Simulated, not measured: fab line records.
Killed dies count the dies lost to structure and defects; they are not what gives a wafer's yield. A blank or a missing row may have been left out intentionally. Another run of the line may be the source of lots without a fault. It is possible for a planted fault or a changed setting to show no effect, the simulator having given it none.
Split-lot experiment ; flow n5-finfet ; route with 1938 steps; 7 lots, 21 wafers read

THE SPLIT ITSELF
At N5_BEOL_M1_ILD_DEP_00 (deposits SiOC from DEMS/O2, target thk 79 nm, time 15.3 s), the setting time-s was moved away from the recipe's 15.3 s on 8 of the 21 wafers read, by -14.6% to +12.5%. For the rest of the wafers, this setting stayed at what the recipe calls for.

The file shows no step between the split and the reading.

THE READING
Values of M1_ILD_THK in nm from N5_BEOL_M1_THK_MEAS_01. Typical for fault-free wafers on this fab line: 79.1 nm, with standard deviation 1.1 nm.

wafer;tool, chamber at the split;time-s as run, s;against the recipe;M1_ILD_THK, nm;against lot-mates on the recipe
L078.2;pecvd-03, 2;16.96;+10.8%;85.4;no lot-mate on the recipe
L078.3;pecvd-03, 1;16.96;+10.8%;86.7;no lot-mate on the recipe
L078.5;pecvd-03, 2;16.96;+10.8%;87.1;no lot-mate on the recipe
L085.1;pecvd-04, 2;17.21;+12.5%;90.0;+9.9
L085.4;pecvd-04, 2;15.3;recipe;80.1;-
L085.5;pecvd-04, 1;17.21;+12.5%;90.2;+10.1
L086.1;pecvd-04, 0;15.3;recipe;79.3;-
L086.5;pecvd-04, 1;15.3;recipe;80.8;-
L086.6;pecvd-04, 2;15.3;recipe;81.3;-
L092.1;pecvd-02, 1;15.3;recipe;79.0;-
L092.4;pecvd-02, 1;15.3;recipe;80.1;-
L092.6;pecvd-02, 2;15.3;recipe;79.8;-
L093.2;pecvd-04, 1;15.3;recipe;79.6;-
L093.4;pecvd-04, 0;13.8;-9.8%;72.6;-7.2
L093.6;pecvd-04, 2;15.3;recipe;80.0;-
L094.2;pecvd-02, 1;15.3;recipe;79.3;-
L094.3;pecvd-02, 2;13.06;-14.6%;67.8;-11.5
L094.6;pecvd-02, 2;13.06;-14.6%;68.9;-10.4
L096.1;pecvd-04, 1;15.3;recipe;79.8;-
L096.2;pecvd-04, 0;15.3;recipe;79.1;-
L096.3;pecvd-04, 2;15.3;recipe;80.7;-

FIT RESULTS
A straight line over all 21 wafers: M1_ILD_THK changes by +0.739 nm for each +1% of time-s; r = +0.99; the points scatter about the line by 0.95 nm.
The same after taking each lot's own level away (the mean of its wafers on the recipe; 18 wafers): +0.768 nm for each +1%; r = +0.99; scatter 0.57 nm.
The reading moves by 11 nm for the largest change in time-s, on that fit.
From 79.30 to 80.47 nm: that is the span of the lots' own levels, equal to 1.1 times the standard deviation above.
The two slopes are in agreement: the lot-to-lot level therefore moves the slope only a little.
Check: with one of the wafers moved furthest among these (-14.6%) left out of the fit, the line predicts -11 nm for it against its lot-mates. It came out at -11.5 nm against them.

THE OTHER SPLITS THESE WAFERS WENT THROUGH
Other splits were also applied to these wafers ahead of the reading. Each is held against what the fit with the lots' levels taken away leaves over:
other split on the same wafers;wafers away from the commonest value;r with M1_ILD_THK (lot level and that fit taken away)
N5_ILD0_ALD_15 ald-cycles;4;-0.11
N5_SDB_ALD_29 ald-cycles;3;+0.23
N5_GATE_CUT_ALD_22 ald-cycles;5;-0.06
N5_MOL_CONTACT_COAG_COAT_104 spin-rpm;5;-0.03
N5_MOL_CONTACT_COAG_ETCH_105 bias-w;5;+0.04
N5_MOL_CONTACT_COAG_CVD_140 target-thk-a;7;-0.21
N5_BEOL_M0_SAQP_ILD_DEP_01 time-s;8;+0.16
N5_BEOL_M0_SAQP_MANDREL_ETCH_20 icp-w;4;+0.09

THE WHOLE CHAIN: every reading that the file lists as answering this split, in the file's order
step;what it does;reading;change (the file's fit);r (the file's)
N5_BEOL_M1_ILD_DEP_00;deposits SiOC from DEMS/O2, target thk 79 nm, time 15.3 s;SiOC_of_BEOL_M1_ILD_DEP_00.thk-nm (the simulator's own value, which no gauge read);+0.767 nm for each +1% of the setting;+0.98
N5_BEOL_M1_THK_MEAS_01;;M1_ILD_THK;+0.762 for each +1% of the setting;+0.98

THE FILE'S OWN FIT
M1_ILD_THK changes by +0.762 nm for each +1% of time-s, r = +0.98.
